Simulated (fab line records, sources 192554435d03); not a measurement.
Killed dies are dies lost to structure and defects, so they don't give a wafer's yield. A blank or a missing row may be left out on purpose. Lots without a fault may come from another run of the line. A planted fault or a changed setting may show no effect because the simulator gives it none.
Which tool did it? | flow n5_finfet | 14 lots, 39 wafers sampled, at 6 steps of a route of 1938

WHAT THE GAUGES READ, wafer by wafer
N5_BEOL_M4_THK_MEAS_01.
lot  | measured     | on            | M4_ILD_THK (nm)
L692 | day 8 16:05  | film_metro-01 | 78.5 79.9 80.4
L693 | day 8 21:55  | film_metro-01 | 78.9 79.5 80.7
L694 | day 9 01:07  | film_metro-01 | 79.0 77.9 80.1
L695 | day 9 01:34  | film_metro-01 | 78.4 78.5 79.9
L697 | day 9 02:58  | film_metro-02 | 77.8 77.1
L698 | day 9 03:14  | film_metro-02 | 79.0 79.2
L699 | day 9 09:01  | film_metro-02 | 77.8 79.4 78.9
L701 | day 10 20:20 | film_metro-01 | 77.6 38.4 79.6
L702 | day 10 20:41 | film_metro-01 | 78.1 39.1 79.5
L708 | day 12 06:43 | film_metro-01 | 77.0 76.8 78.3
L710 | day 12 18:49 | film_metro-02 | 78.6 80.8 80.0
L712 | day 13 05:23 | film_metro-01 | 79.0 79.3
L715 | day 13 12:40 | film_metro-01 | 79.2 79.4 79.5
L714 | day 13 13:40 | film_metro-01 | 78.6 78.3 78.8

N5_BEOL_M4_RC_MEAS_101.
lot  | measured     | on        | DIBL_N (mV/V)  | DIBL_P (mV/V)  | IOFF_N (nA/um)    | IOFF_P (nA/um) | ION_N (uA/um) | ION_P (uA/um) | SS_N (mV/dec)  | SS_P (mV/dec)  | VT_N (mV)   | VT_P (mV)
L692 | day 9 08:05  | prober-02 | 36.1 35.4 35.2 | 37.1 37.2 35.8 | 0.174 0.150 0.148 | 0.20 0.19 0.17 | 701 673 678   | 470 460 464   | 71.1 70.9 71.2 | 73.9 73.9 73.1 | 248 252 251 | -252.5 -249.9 -251.1
L693 | day 9 12:35  | prober-02 | 34.3 35.7 33.8 | 32.1 34.3 31.4 | 0.130 0.156 0.123 | 0.17 0.20 0.16 | 663 696 671   | 456 474 462   | 71.3 71.2 71.0 | 73.1 72.7 72.7 | 250 248 254 | -252.0 -251.6 -250.1
L694 | day 9 13:21  | prober-01 | 33.6 34.8 35.2 | 31.9 34.4 33.7 | 0.105 0.125 0.122 | 0.15 0.18 0.17 | 636 660 650   | 438 452 452   | 70.7 70.5 70.6 | 72.2 73.2 72.0 | 258 251 254 | -257.1 -251.7 -253.8
L695 | day 9 15:12  | prober-01 | 38.2 38.3 37.6 | 38.9 39.4 38.2 | 0.168 0.180 0.164 | 0.20 0.22 0.20 | 692 685 687   | 473 466 465   | 72.1 71.9 71.9 | 73.6 73.4 73.0 | 250 248 249 | -252.7 -253.7 -252.6
L697 | day 9 14:41  | prober-02 | 35.8 36.6      | 35.7 36.2      | 0.130 0.139       | 0.19 0.19      | 668 668       | 468 458       | 71.9 72.6      | 73.4 73.5      | 254 254     | -254.1 -254.3
L698 | day 9 20:40  | prober-01 | 34.9 35.0      | 35.3 32.8      | 0.137 0.124       | 0.19 0.15      | 666 633       | 460 436       | 71.2 71.7      | 72.9 72.5      | 252 254     | -252.1 -258.2
L699 | day 9 23:37  | prober-02 | 37.1 34.2 34.7 | 36.6 32.5 33.0 | 0.197 0.137 0.146 | 0.23 0.17 0.17 | 695 684 683   | 472 469 461   | 71.7 70.8 71.3 | 73.7 72.0 72.5 | 245 249 249 | -246.6 -251.2 -253.8
L701 | day 11 08:19 | prober-01 | 33.8 37.2      | 34.1 38.8      | 0.140 0.214       | 0.22 0.31      | 674 680       | 467 473       | 71.2 72.0      | 73.1 74.6      | 250 245     | -246.6 -244.7
L702 | day 11 09:05 | prober-01 | 34.4 35.0      | 36.7 36.3      | 0.149 0.163       | 0.25 0.24      | 679 687       | 471 472       | 71.1 71.4      | 74.1 73.4      | 249 248     | -246.7 -247.2
L708 | day 12 17:50 | prober-02 | 35.9 38.4 35.4 | 36.6 38.6 34.7 | 0.155 0.197 0.136 | 0.21 0.24 0.18 | 679 670 680   | 463 449 463   | 71.0 71.7 70.7 | 73.1 73.7 72.6 | 251 247 254 | -250.7 -249.5 -251.3
L710 | day 13 08:40 | prober-01 | 34.2 36.4 36.4 | 33.0 35.6 35.6 | 0.118 0.160 0.148 | 0.15 0.19 0.18 | 657 690 669   | 449 466 454   | 70.2 71.7 70.8 | 72.0 72.1 72.8 | 253 248 253 | -255.5 -253.0 -252.2
L712 | day 13 17:23 | prober-02 | 35.5 40.2      | 34.2 40.5      | 0.119 0.222       | 0.18 0.30      | 662 692       | 458 475       | 70.5 72.3      | 72.3 73.4      | 253 247     | -251.4 -244.4
L715 | day 14 09:56 | prober-02 | 37.7 35.9 36.3 | 37.6 35.5 36.0 | 0.200 0.155 0.166 | 0.22 0.19 0.20 | 701 679 681   | 468 458 456   | 71.8 71.2 71.3 | 74.1 73.3 73.6 | 246 249 245 | -253.1 -251.3 -250.3
L714 | day 14 10:01 | prober-01 | 37.0 36.2 34.6 | 37.4 35.8 33.7 | 0.156 0.144 0.120 | 0.22 0.18 0.16 | 677 680 668   | 472 464 462   | 71.3 71.2 69.9 | 73.3 72.3 72.6 | 250 251 254 | -251.2 -253.6 -252.9

WHICH TOOL RAN EACH LOT (tool, then ch and the chambers of the sampled wafers, then the start)
lot  | N5_BEOL_M3_ANNEAL_93         | N5_BEOL_M3_SPUTTER_94        | N5_BEOL_M4_ILD_DEP_00           | N5_BEOL_M4_PECVD_72
L692 | pvd_sputter-03, day 8 14:33  | pvd_sputter-03, day 8 14:41  | pecvd-01 ch 0,1,2, day 8 16:01  | pecvd-03 ch 0,1,2, day 8 16:07
L693 | pvd_sputter-02, day 8 20:23  | pvd_sputter-02, day 8 20:32  | pecvd-03 ch 0,1,2, day 8 21:52  | pecvd-01 ch 0,1, day 8 21:58
L694 | pvd_sputter-01, day 8 23:35  | pvd_sputter-01, day 8 23:43  | pecvd-03 ch 1,2, day 9 01:03    | pecvd-01 ch 0,1,2, day 9 01:09
L695 | pvd_sputter-02, day 9 00:02  | pvd_sputter-02, day 9 00:10  | pecvd-03 ch 0,1,2, day 9 01:30  | pecvd-04 ch 0,1, day 9 01:37
L697 | pvd_sputter-01, day 9 01:25  | pvd_sputter-01, day 9 01:34  | pecvd-01 ch 0,2, day 9 02:53    | pecvd-04 ch 1,2, day 9 02:59
L698 | pvd_sputter-03, day 9 01:32  | pvd_sputter-03, day 9 01:41  | pecvd-03 ch 1,2, day 9 03:11    | pecvd-01 ch 0,2, day 9 03:17
L699 | pvd_sputter-01, day 9 07:28  | pvd_sputter-01, day 9 07:37  | pecvd-01 ch 0,2, day 9 08:58    | pecvd-03 ch 0,1, day 9 09:04
L701 | pvd_sputter-02, day 10 18:47 | pvd_sputter-02, day 10 18:56 | pecvd-03 ch 0,1, day 10 20:16   | pecvd-01 ch 0,1,2, day 10 20:22
L702 | pvd_sputter-01, day 10 19:07 | pvd_sputter-01, day 10 19:16 | pecvd-03 ch 0,1,2, day 10 20:37 | pecvd-01 ch 1,2, day 10 20:43
L708 | pvd_sputter-02, day 12 04:19 | pvd_sputter-02, day 12 04:28 | pecvd-04 ch 1,2, day 12 06:39   | pecvd-01 ch 0,1,2, day 12 06:45
L710 | pvd_sputter-01, day 12 17:16 | pvd_sputter-01, day 12 17:25 | pecvd-04 ch 0,1,2, day 12 18:44 | pecvd-04 ch 0,1,2, day 12 18:50
L712 | pvd_sputter-01, day 13 03:51 | pvd_sputter-01, day 13 03:59 | pecvd-04 ch 0, day 13 05:19     | pecvd-03 ch 0,2, day 13 05:26
L715 | pvd_sputter-03, day 13 10:57 | pvd_sputter-03, day 13 11:05 | pecvd-03 ch 0,2, day 13 12:35   | pecvd-01 ch 0,1, day 13 12:42
L714 | pvd_sputter-01, day 13 12:02 | pvd_sputter-01, day 13 12:10 | pecvd-04 ch 0,1,2, day 13 13:35 | pecvd-04 ch 0,2, day 13 13:42
- N5_BEOL_M3_ANNEAL_93: time 240 s.
- N5_BEOL_M3_SPUTTER_94: material Cu, target thk 4.5 nm, time 8.29 s.
- N5_BEOL_M4_ILD_DEP_00: deposits SiOC from DEMS/O2, target thk 79 nm, time 15.3 s.
- N5_BEOL_M4_PECVD_72: deposits SiO2 from TEOS/O2, target thk 16 nm, time 18 s.

WHAT THE TOOLS THEMSELVES READ (means of the sampled wafers that have a number; where no wafer has one, the mark that the record gives instead)
N5_BEOL_M3_ANNEAL_93.
lot  | tool           | heater_power_w (W)
L692 | pvd_sputter-03 | 882
L693 | pvd_sputter-02 | 798
L694 | pvd_sputter-01 | 785
L695 | pvd_sputter-02 | 822
L697 | pvd_sputter-01 | 715
L698 | pvd_sputter-03 | 982
L699 | pvd_sputter-01 | 806
L701 | pvd_sputter-02 | 784
L702 | pvd_sputter-01 | 813
L708 | pvd_sputter-02 | 797
L710 | pvd_sputter-01 | 903
L712 | pvd_sputter-01 | 786
L715 | pvd_sputter-03 | 873
L714 | pvd_sputter-01 | 735

N5_BEOL_M3_SPUTTER_94.
lot  | tool           | chamber_pressure_pa (Pa) | chuck_gas_flow_sccm (sccm) | throttle_valve_pct (%)
L692 | pvd_sputter-03 | 0.07004                  | 1.29                       | 28.1
L693 | pvd_sputter-02 | 0.07001                  | 1.33                       | 30.2
L694 | pvd_sputter-01 | 0.07006                  | 1.21                       | 30.5
L695 | pvd_sputter-02 | 0.07010                  | 1.26                       | 30.1
L697 | pvd_sputter-01 | 0.07004                  | 1.33                       | 29.8
L698 | pvd_sputter-03 | 0.07006                  | 1.19                       | 29.6
L699 | pvd_sputter-01 | 0.07006                  | 1.28                       | 30.4
L701 | pvd_sputter-02 | 0.06989                  | 1.31                       | 30.5
L702 | pvd_sputter-01 | 0.07009                  | 1.26                       | 30.1
L708 | pvd_sputter-02 | 0.06994                  | 1.29                       | 30.1
L710 | pvd_sputter-01 | 0.06998                  | 1.26                       | 30.7
L712 | pvd_sputter-01 | 0.06978                  | 1.25                       | 29.3
L715 | pvd_sputter-03 | 0.06996                  | 1.29                       | 29.5
L714 | pvd_sputter-01 | 0.07011                  | 1.24                       | 29.8

N5_BEOL_M4_ILD_DEP_00.
lot  | tool     | heater_power_w (W) | showerhead_plenum_p_Torr (Torr) | throttle_valve_pct (%)
L692 | pecvd-01 | 414                | 5.672                           | 12.3
L693 | pecvd-03 | 415                | 5.679                           | 11.9
L694 | pecvd-03 | 426                | 5.700                           | 11.7
L695 | pecvd-03 | 434                | 5.687                           | 11.8
L697 | pecvd-01 | 428                | 5.681                           | 12.2
L698 | pecvd-03 | 414                | 5.710                           | 11.8
L699 | pecvd-01 | 419                | 5.676                           | 12.0
L701 | pecvd-03 | 476                | 5.684                           | 11.9
L702 | pecvd-03 | 453                | 5.696                           | 11.6
L708 | pecvd-04 | 502                | 5.680                           | 11.4
L710 | pecvd-04 | 551                | 5.694                           | 11.7
L712 | pecvd-04 | 608                | 5.718                           | 12.2
L715 | pecvd-03 | 424                | 5.702                           | 11.4
L714 | pecvd-04 | 538                | 5.699                           | 11.8

N5_BEOL_M4_PECVD_72.
lot  | tool     | heater_power_w (W) | showerhead_plenum_p_Torr (Torr) | throttle_valve_pct (%)
L692 | pecvd-03 | 695                | 8.78                            | 22.0
L693 | pecvd-01 | 645                | 8.72                            | 23.1
L694 | pecvd-01 | 644                | 8.70                            | 23.0
L695 | pecvd-04 | 792                | 8.75                            | 21.7
L697 | pecvd-04 | 772                | 8.74                            | 21.4
L698 | pecvd-01 | 658                | 8.68                            | 22.6
L699 | pecvd-03 | 663                | 8.74                            | 22.4
L701 | pecvd-01 | 621                | 8.69                            | 22.3
L702 | pecvd-01 | 650                | 8.72                            | 22.8
L708 | pecvd-01 | 625                | 8.70                            | 22.3
L710 | pecvd-04 | 809                | 8.79                            | 21.9
L712 | pecvd-03 | 604                | 8.78                            | 21.6
L715 | pecvd-01 | 648                | 8.68                            | 22.6
L714 | pecvd-04 | 907                | 8.85                            | 22.3

THE ANSWER, worked out from the rows above alone
Rule: what is usual is taken from the lots themselves. Put in order of their means at a reading, lots are off if they are a third of the lots or fewer, leave a main group of 4 or more, and stand apart from it by a gap of 3 or more times the standard deviation of the main group's means; of several such gaps the widest counts. A main group whose means are all the same, to the digits that the tables above print for the reading, isn't used. A lot without any number at a reading at which 4 lots or more have one is off too. The other lots that the step has rows for count as sound. The gauges are gone through in route order, then the tools' own readings, and for those a lot's mean is taken as printed above. The first step at which some lot is off is used, and at that step the reading that is off furthest; a lot without a number counts as furthest.
Off: L701, L702, at N5_BEOL_M4_THK_MEAS_01 (M4_ILD_THK). The main group: mean 78.9 nm, standard deviation 0.76.
A tool fits if, at a process step before that reading, it ran every lot that is off, and no sound lot after the first of them. The gauges at N5_BEOL_M4_THK_MEAS_01 are tried like those tools. None of those tried fits.

WHAT THE SIMULATOR HAD PUT IN
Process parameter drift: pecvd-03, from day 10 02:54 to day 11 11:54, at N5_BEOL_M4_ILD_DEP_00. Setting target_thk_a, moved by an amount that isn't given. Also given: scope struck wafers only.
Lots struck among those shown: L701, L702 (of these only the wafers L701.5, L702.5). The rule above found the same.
